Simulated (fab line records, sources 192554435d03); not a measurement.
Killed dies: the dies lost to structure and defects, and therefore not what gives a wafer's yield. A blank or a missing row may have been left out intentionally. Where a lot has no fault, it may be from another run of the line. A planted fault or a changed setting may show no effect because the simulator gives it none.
Chamber matching | flow n5Finfet | rieDiel-05 running N5_DUMMY_GATE_STRIP_40: 4 sister chambers
The step strips in CF4. 4 wafers are shown with their chamber, then 9 later ones without.

== WAFERS WITH THEIR CHAMBER ==
wafer  | chamber | showerheadPlenumPTorr (Torr)
L083.1 | 2       | 1.65
L083.5 | 3       | 1.88
L084.2 | 0       | 1.77
L084.5 | 1       | 1.71

== WAFERS WHOSE CHAMBER IS MISSING ==
wafer  | showerheadPlenumPTorr (Torr)
L087.1 | 1.88
L087.4 | 1.65
L087.6 | 1.71
L089.2 | 1.76
L089.4 | 1.65
L089.6 | 1.76
L093.2 | 1.88
L093.3 | 1.65
L093.5 | 1.70

== CHAMBER TAKEN BY EACH ==
wafer  | from the rows above | in truth
L087.1 | 3                   | 3
L087.4 | 2                   | 2
L087.6 | 1                   | 1
L089.2 | 0                   | 0
L089.4 | 2                   | 2
L089.6 | 0                   | 0
L093.2 | 3                   | 3
L093.3 | 2                   | 2
L093.5 | 1                   | 1
9 of 9 placed correctly. Can't be placed from these rows: 0. Number placed wrongly: 0.
How it was worked out, from the rows above alone: a wafer's distance from a chamber is the root of the sum, over the readings, of the square of ((its reading less the chamber's mean) divided by the reading's scatter). The wafer belongs to the nearest chamber; if the next one is less than 2 further off, it can't be placed. The mean given for a chamber averages the wafers shown for that chamber. The scatter: root of mean squared gap, hidden wafer to nearest shown wafer, with one shown wafer a chamber.
